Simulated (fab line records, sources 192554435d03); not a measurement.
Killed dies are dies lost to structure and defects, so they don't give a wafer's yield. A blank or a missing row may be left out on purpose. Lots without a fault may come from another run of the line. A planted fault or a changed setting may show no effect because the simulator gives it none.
Which tool did it? | flow n5_finfet | 14 lots, 42 wafers sampled, at 1 step of a route of 1938

WHAT THE GAUGES READ, wafer by wafer
N5_ILD0_THK_MEAS_08. Usual: thk_nm 138.7 nm, standard deviation 1.2.
lot  | measured    | on            | thk_nm (nm)       | flag
L703 | day 3 14:03 | film_metro-02 | 136.8 138.9 138.8 |
L704 | day 3 23:02 | film_metro-02 | 139.5 139.6 139.8 |
L706 | day 4 08:24 | film_metro-02 | 137.5 136.9 137.5 |
L708 | day 4 19:31 | film_metro-02 | 137.5 138.1 138.8 |
L709 | day 5 08:11 | film_metro-01 | 137.3 137.1 136.6 |
L715 | day 6 14:29 | film_metro-02 | 138.0 138.2 139.3 |
L716 | day 6 20:11 | film_metro-01 | 139.3 138.9 139.6 |
L717 | day 7 00:11 | film_metro-02 | 136.5 137.9 138.1 |
L719 | day 7 13:18 | film_metro-02 | 136.9 136.1 137.3 |
L720 | day 7 20:37 | film_metro-02 | 139.3 140.0 139.2 |
L721 | day 8 06:18 | film_metro-02 | 137.4 138.9 138.9 |
L722 | day 8 07:37 | film_metro-02 | 139.2 139.6 140.4 |
L725 | day 9 00:51 | film_metro-02 | 139.3 137.9 139.3 |
L726 | day 9 09:32 | film_metro-01 | 138.1 138.3 138.3 |

WHICH TOOL RAN EACH LOT (tool, then ch and the chambers of the sampled wafers, then the start)
The record holds no process step before these readings.

WHAT THE TOOLS THEMSELVES READ (means of the sampled wafers that have a number; where no wafer has one, the mark that the record gives instead)
The record holds no such reading with a usual standard deviation.

THE ANSWER, worked out from the rows above alone
Rule: a lot is off if the mean of its wafers that have a number lies more than 3 standard deviations from the usual mean. A lot without any number at a reading at which 4 lots or more have one is off too. The other lots that the step has rows for count as sound. The gauges are gone through in route order, then the tools' own readings, and for those a lot's mean is taken as printed above. The first step at which some lot is off is used, and at that step the reading that is off furthest; a lot without a number counts as furthest.
No lot is off at any reading shown: from this, nothing can be told.

WHAT THE SIMULATOR HAD PUT IN
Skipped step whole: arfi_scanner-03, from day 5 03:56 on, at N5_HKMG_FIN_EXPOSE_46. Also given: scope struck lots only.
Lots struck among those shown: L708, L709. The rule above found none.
